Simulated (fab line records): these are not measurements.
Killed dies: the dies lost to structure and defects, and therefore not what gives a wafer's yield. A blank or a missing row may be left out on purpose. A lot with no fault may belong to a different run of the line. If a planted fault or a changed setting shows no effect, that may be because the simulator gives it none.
Matching of chambers + flow n5Finfet + 4 sister chambers for N5_MOL_CONTACT_COAG_CMP_23 on cmp-03
The step polishes, stops on SiO2, t overpolish 1.5 s, target thk 0 nm. 22 wafers are shown with their chamber, then 11 later ones without.

EACH WAFER AND ITS CHAMBER
| wafer  | chamber | motorCurrentA (A) | overpolishRunS (s) | timeToEndpointS (s) |
|--------|---------|-------------------|--------------------|---------------------|
| L074.1 | 1       | 9.1               | 1.479              | 12.2                |
| L074.2 | 0       | 9.3               | 1.513              | 8.6                 |
| L074.3 | 3       | 7.8               | 1.500              | 9.4                 |
| L074.4 | 2       | 8.0               | 1.493              | 9.1                 |
| L074.5 | 0       | 9.4               | 1.496              | 10.2                |
| L074.6 | 3       | 7.7               | 1.507              | 9.6                 |
| L075.1 | 3       | 8.1               | 1.504              | 6.5                 |
| L075.4 | 2       | 8.0               | 1.487              | 8.7                 |
| L075.5 | 0       | 9.1               | 1.499              | 9.3                 |
| L077.1 | 1       | 8.4               | 1.500              | 9.5                 |
| L077.2 | 3       | 7.3               | 1.502              | 6.5                 |
| L077.4 | 0       | 9.1               | 1.502              | 6.3                 |
| L082.2 | 2       | 8.0               | 1.497              | 8.0                 |
| L082.3 | 3       | 8.0               | 1.501              | 9.7                 |
| L082.6 | 0       | 9.4               | 1.507              | 10.1                |
| L083.3 | 0       | 9.3               | 1.495              | 8.8                 |
| L083.4 | 2       | 8.1               | 1.508              | 10.1                |
| L083.5 | 1       | 8.6               | 1.497              | 8.7                 |
| L085.2 | 1       | 8.3               | 1.503              | 10.9                |
| L085.5 | 0       | 9.0               | 1.513              | 10.4                |
| L085.6 | 3       | 7.8               | 1.504              | 9.4                 |
| L086.1 | 0       | 9.8               | 1.510              | 9.6                 |

SIGNATURES (averages over the wafers above)
| reading         | chamber 0 | chamber 1 | chamber 2 | chamber 3 | scatter within a chamber |
|-----------------|-----------|-----------|-----------|-----------|--------------------------|
| motorCurrentA   | 9.300     | 8.600     | 8.025     | 7.783     | 0.26                     |
| overpolishRunS  | 1.50438   | 1.49475   | 1.49625   | 1.50300   | 0.00744                  |
| timeToEndpointS | 9.162     | 10.325    | 8.975     | 8.517     | 1.38                     |
Rule: for a wafer and a chamber, the distance is found by dividing, reading by reading, the gap between the wafer's reading and the chamber's mean by the reading's scatter, squaring, summing and taking the root. The wafer belongs to the nearest chamber; if the next one is less than 2 further off, it can't be placed. How the scatter is found: for the shown wafers, subtract from each reading the mean of its chamber, square and add these, divide the total by (wafers less chambers), then take the root.

WAFERS WHOSE CHAMBER IS MISSING
| wafer  | motorCurrentA (A) | overpolishRunS (s) | timeToEndpointS (s) |
|--------|-------------------|--------------------|---------------------|
| L086.2 | 8.3               | 1.501              | 9.8                 |
| L086.5 | 9.0               | 1.490              | 8.5                 |
| L088.1 | 7.8               | 1.487              | 8.0                 |
| L088.5 | 9.0               | 1.500              | 8.1                 |
| L088.6 | 7.7               | 1.507              | 8.9                 |
| L096.1 | 8.6               | 1.497              | 6.6                 |
| L096.4 | 8.6               | 1.504              | 9.4                 |
| L096.5 | 8.1               | 1.507              | 8.9                 |
| L097.1 | 9.2               | 1.491              | 8.8                 |
| L097.4 | 7.9               | 1.517              | 8.7                 |
| L097.6 | 9.1               | 1.513              | 7.8                 |

CHAMBER TAKEN BY EACH
| wafer  | from the rows above               | in truth |
|--------|-----------------------------------|----------|
| L086.2 | can't be placed: 2 or 1 or 3      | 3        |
| L086.5 | can't be placed: 1 or 0 or 2      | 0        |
| L088.1 | can't be placed: 2 or 3 or 1      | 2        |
| L088.5 | can't be placed: 0 or 1           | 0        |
| L088.6 | can't be placed: 3 or 2           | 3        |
| L096.1 | can't be placed: 1 or 2 or 0 or 3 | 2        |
| L096.4 | can't be placed: 1 or 2 or 0 or 3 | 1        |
| L096.5 | can't be placed: 3 or 2 or 1      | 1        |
| L097.1 | can't be placed: 0 or 1           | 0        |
| L097.4 | can't be placed: 3 or 2           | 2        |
| L097.6 | can't be placed: 0 or 1           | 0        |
0 of 11 placed correctly. Can't be placed from these rows: 11 (the true chamber is among the candidates in 11). Placed wrongly: 0.
